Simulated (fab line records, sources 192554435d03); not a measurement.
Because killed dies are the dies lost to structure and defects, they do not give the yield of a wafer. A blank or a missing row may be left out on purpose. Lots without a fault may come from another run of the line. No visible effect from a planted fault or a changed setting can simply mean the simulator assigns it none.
Split-lot trial    flow n5 finfet    on a route of 1938 steps: 7 lots, 21 wafers read

## ON THE SPLIT
At N5_BEOL_M14_COAT_66 (time 60 s, resist thk 110 nm), the setting spin rpm was moved away from the recipe's 1500 rpm on 5 of the 21 wafers read, by -9.7% to +5.0%. For the rest of the wafers, this setting stayed at what the recipe calls for.

## FROM THE SPLIT TO THE READING: what the file shows between them, 7 steps
- N5_BEOL_M14_EXPOSE_25: exposes mask M14, target cd 280 nm (also split here: dose mj)
- N5_BEOL_M14_PEB_26: peb time 90 s
- N5_BEOL_M14_DEVELOP_27: develop time 45 s
- N5_BEOL_M14_HARDBAKE_32: time 120 s
- N5_BEOL_M14_CD_MEAS_28: target cd 284.4 nm
- N5_BEOL_M14_DESCUM_33: chemistry O2, time 7.9 s
- N5_BEOL_M14_ETCH_67: etches SiARC in CF4, target depth 143 nm, time 238.3 s

## THE READING
SiARC_of_BEOL_M14_COAT_66.thk nm (the simulator's own value, which no gauge read), in nm, at N5_BEOL_M14_ETCH_68 (etches SOC in N2/H2, time 450 s). The file gives no usual value for it. Here, 16 wafers ran the recipe; their average is 65.1 nm with a standard deviation of 0.69 nm.

wafer   tool, chamber at the split  spin rpm as run, rpm  against the recipe  SiARC_of_BEOL_M14_COAT_66.thk nm, nm  against lot-mates on the recipe
L074.3  litho track-04, 0           1500                  recipe              65.6                                  -
L074.5  litho track-04, 0           1500                  recipe              65.4                                  -
L074.6  litho track-04, 0           1564                  +4.3%               63.4                                  -2.1
L081.1  litho track-04, 0           1500                  recipe              65.6                                  -
L081.2  litho track-04, 0           1500                  recipe              66.6                                  -
L081.6  litho track-04, 0           1575                  +5.0%               63.2                                  -2.9
L082.2  litho track-03, 0           1500                  recipe              64                                    -
L082.3  litho track-03, 0           1500                  recipe              63.8                                  -
L082.4  litho track-03, 0           1567                  +4.5%               62                                    -1.9
L089.2  litho track-01, 0           1500                  recipe              65                                    -
L089.4  litho track-01, 0           1500                  recipe              65.4                                  -
L089.6  litho track-01, 0           1500                  recipe              65.6                                  -
L093.2  litho track-04, 0           1500                  recipe              65.4                                  -
L093.4  litho track-04, 0           1500                  recipe              65.2                                  -
L093.6  litho track-04, 0           1500                  recipe              64.2                                  -
L092.1  litho track-04, 0           1500                  recipe              65.4                                  -
L092.3  litho track-04, 0           1500                  recipe              64.4                                  -
L092.5  litho track-04, 0           1500                  recipe              65                                    -
L096.1  litho track-04, 0           1355                  -9.7%               70.6                                  +5.8
L096.5  litho track-04, 0           1500                  recipe              64.8                                  -
L096.6  litho track-04, 0           1355                  -9.7%               69.8                                  +5.0

FIT RESULTS
A straight line over all 21 wafers: SiARC_of_BEOL_M14_COAT_66.thk nm changes by -0.516 nm for each +1% of spin rpm; r = -0.94; the points scatter about the line by 0.7 nm.
The same after taking each lot's own level away (the mean of its wafers on the recipe; 21 wafers): -0.544 nm for each +1%; r = -0.98; scatter 0.38 nm.
Per that fit: largest spin rpm move, reading shift of 5.3 nm.
The span of the lots' own levels, 63.90 to 66.10 nm, comes to 3.2 times the standard deviation stated above.
Consequently the slope shifts little with the lot-to-lot level, the two slopes agreeing.
Check: with one of the wafers moved furthest among these (-9.7%) left out of the fit, the line predicts +4.97 nm for it against its lot-mates. Against them it came out at +5.8 nm.

## ADDITIONAL SPLITS CARRIED BY THESE WAFERS
Before the reading, these wafers also passed through other splits. Each is held against what the fit with the lots' levels taken away leaves over:
other split on the same wafers  wafers away from the commonest value  r with SiARC_of_BEOL_M14_COAT_66.thk nm (lot level and that fit taken away)
N5_BEOL_M13_EXPOSE_07 dose mj   8                                     -0.15
N5_BEOL_M14_EXPOSE_25 dose mj   5                                     +0.15

## THE WHOLE CHAIN: every reading that the file lists as answering this split, in the file's order
step                 what it does                                            reading                                                                            change (the file's fit)                r (the file's)
N5_BEOL_M14_COAT_66  time 60 s, resist thk 110 nm                            SiARC_of_BEOL_M14_COAT_66.thk nm (the simulator's own value, which no gauge read)  -0.531 nm for each +1% of the setting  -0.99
N5_BEOL_M14_ETCH_67  etches SiARC in CF4, target depth 143 nm, time 238.3 s  etch.depth nm (the simulator's own value, which no gauge read)                     -0.538 nm for each +1% of the setting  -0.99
N5_BEOL_M14_ETCH_68  etches SOC in N2/H2, time 450 s                         SiARC_of_BEOL_M14_COAT_66.thk nm (the simulator's own value, which no gauge read)  -0.537 nm for each +1% of the setting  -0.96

## THE FILE'S OWN FIT
SiARC_of_BEOL_M14_COAT_66.thk nm changes by -0.537 nm for each +1% of spin rpm, r = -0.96.
